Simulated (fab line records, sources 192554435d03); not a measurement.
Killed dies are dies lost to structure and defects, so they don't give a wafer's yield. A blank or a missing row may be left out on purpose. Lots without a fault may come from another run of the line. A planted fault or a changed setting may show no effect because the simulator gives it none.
Problem report in the 8D (eight disciplines) form, filled by code | flow n5_finfet | the parts of the form that need people (team, actions taken, sign-off) are left out

1. THE PROBLEM
time_to_endpoint_s at N5_BEOL_M11_CMP_52 reads a mean of 35.0 s on 6 wafers of 2 lots; wafers without a fault read 66.8 s with a standard deviation of 2.8. That is -11 standard deviations from the usual mean.
The step: polishes, stops on SiCOH lowk, t overpolish 7 s, target thk 140 nm.
First seen on wafer L900.2, day 15 05:55, on cmp-01. The record holds 36 wafers of 12 lots with a number at this step. Rule for "out", or "out of limits": more than 4 standard deviations from the usual mean. The other wafers with a number count as sound.

2. WHAT IT IS AND WHAT IT IS NOT
question                    | is                     | is not
which readings at this step | time_to_endpoint_s     | clearing_platen_rpm, slurry_flow_ml_min
which lots                  | L900, L907             | L887, L888, L890, L891, L892, L893, L898, L899, L905, L908
which wafers of those lots  | all that have a number | -
read on which tools         | cmp-01, cmp-04         | cmp-02
when                        | from day 15 05:55      | up to then (27 sound wafers); but 3 sound wafers of L908 came after

3. SUSPECTS, AND WHAT RULES EACH OUT
Counting: a tool at a process step up to the reading stays a suspect if it ran every lot that is out and no sound lot after the first of them.
- ecd_cu-02 at N5_BEOL_M11_ECD_50 (material Cu, target thk 318 nm): kept. It ran every lot that is out, first L900 (day 15 05:27), and no sound lot after that; its last sound lot up to then is L898 (day 14 01:53).
Left after counting: ecd_cu-02 at N5_BEOL_M11_ECD_50.

4. THE CAUSE (what the simulator had put in)
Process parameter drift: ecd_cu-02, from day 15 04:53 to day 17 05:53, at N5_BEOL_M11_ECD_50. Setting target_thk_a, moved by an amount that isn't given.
Counting left only this tool.

5. THE CHAIN OF EFFECTS, in route order
Each row: a reading whose mean over the struck wafers that have a number lies more than 3 standard deviations from the usual. Only readings for which the record gives a usual standard deviation are gone through. hours: the time from each lot's start at the first step in this table that gives one to its start at this step, as a median over the lots. sigmas: the change in usual standard deviations.
hours | step               | reading            | usual  | on struck wafers | change | sigmas
0     | N5_BEOL_M11_CMP_52 | time_to_endpoint_s | 66.8 s | 35.0             | -31.8  | -11
The process steps in it:
- N5_BEOL_M11_CMP_52: polishes, stops on SiCOH lowk, t overpolish 7 s, target thk 140 nm.
Later measuring or inspecting steps at which every struck wafer that the step has a row for has a number for every such reading, and none has moved that far: N5_BEOL_M11_INSPECT_58, N5_BEOL_M12_THK_MEAS_01.

6. WHAT WOULD HAVE CAUGHT IT SOONER
In this record the first reading out of limits was taken at day 15 05:55, 1 hour after the fault began at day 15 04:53.
Of the lots that are out (2), L907 began N5_BEOL_M11_ECD_50 on ecd_cu-02 after day 15 05:55. A hold on the tool at that time would have spared it.
